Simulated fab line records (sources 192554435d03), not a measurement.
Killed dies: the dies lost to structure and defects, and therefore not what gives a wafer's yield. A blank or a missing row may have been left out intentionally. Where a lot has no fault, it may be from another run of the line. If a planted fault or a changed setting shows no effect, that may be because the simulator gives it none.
Matching of chambers || flow n5-finfet || rie-diel-04 running N5_BEOL_M1_ETCHBACK_99: 4 sister chambers
The step etches SiO2 in CHF3, target depth 5 nm, time 10.4 s. 8 wafers are shown with their chamber, then 7 later ones without.

## WAFERS, EACH WITH ITS CHAMBER
{"wafer": "L080.4", "chamber": 3, "showerhead-plenum-p-Torr (Torr)": 2.15, "drypump-motor-current-A (A)": 6.5}
{"wafer": "L082.3", "chamber": 2, "showerhead-plenum-p-Torr (Torr)": 2.13, "drypump-motor-current-A (A)": 6.5}
{"wafer": "L082.4", "chamber": 1, "showerhead-plenum-p-Torr (Torr)": 2.15, "drypump-motor-current-A (A)": 6.2}
{"wafer": "L085.3", "chamber": 0, "showerhead-plenum-p-Torr (Torr)": 2.26, "drypump-motor-current-A (A)": 5.4}
{"wafer": "L085.4", "chamber": 1, "showerhead-plenum-p-Torr (Torr)": 2.15, "drypump-motor-current-A (A)": 6.2}
{"wafer": "L085.6", "chamber": 2, "showerhead-plenum-p-Torr (Torr)": 2.13, "drypump-motor-current-A (A)": 6.5}
{"wafer": "L088.1", "chamber": 3, "showerhead-plenum-p-Torr (Torr)": 2.14, "drypump-motor-current-A (A)": 6.4}
{"wafer": "L088.3", "chamber": 0, "showerhead-plenum-p-Torr (Torr)": 2.26, "drypump-motor-current-A (A)": 5.4}

## WAFERS WITHOUT THEIR CHAMBER
{"wafer": "L088.5", "showerhead-plenum-p-Torr (Torr)": 2.13, "drypump-motor-current-A (A)": 6.6}
{"wafer": "L091.1", "showerhead-plenum-p-Torr (Torr)": 2.26, "drypump-motor-current-A (A)": 5.4}
{"wafer": "L091.2", "showerhead-plenum-p-Torr (Torr)": 2.14, "drypump-motor-current-A (A)": 6.4}
{"wafer": "L091.4", "showerhead-plenum-p-Torr (Torr)": 2.14, "drypump-motor-current-A (A)": 6.2}
{"wafer": "L092.1", "showerhead-plenum-p-Torr (Torr)": 2.13, "drypump-motor-current-A (A)": 6.5}
{"wafer": "L092.2", "showerhead-plenum-p-Torr (Torr)": 2.26, "drypump-motor-current-A (A)": 5.4}
{"wafer": "L092.6", "showerhead-plenum-p-Torr (Torr)": 2.14, "drypump-motor-current-A (A)": 6.4}

## CHAMBER TAKEN BY EACH
{"wafer": "L088.5", "from the rows above": 2, "in truth": 2}
{"wafer": "L091.1", "from the rows above": 0, "in truth": 0}
{"wafer": "L091.2", "from the rows above": 3, "in truth": 3}
{"wafer": "L091.4", "from the rows above": 1, "in truth": 1}
{"wafer": "L092.1", "from the rows above": 2, "in truth": 2}
{"wafer": "L092.2", "from the rows above": 0, "in truth": 0}
{"wafer": "L092.6", "from the rows above": 3, "in truth": 3}
Placed correctly: 7 of 7. From these rows, 0 cannot be placed. Number placed wrongly: 0.
How it was worked out, from the rows above alone: a wafer's distance from a chamber is the root of the sum, over the readings, of the square of ((its reading less the chamber's mean) divided by the reading's scatter). If the next closest chamber is less than 2 further off than the closest, the wafer can't be placed; otherwise it belongs to the closest. For every chamber, the mean is computed from those of its wafers that are shown. The scatter is the square root of a quotient: the sum, over the shown wafers, of each reading's squared deviation from its chamber's mean, divided by wafers minus chambers.
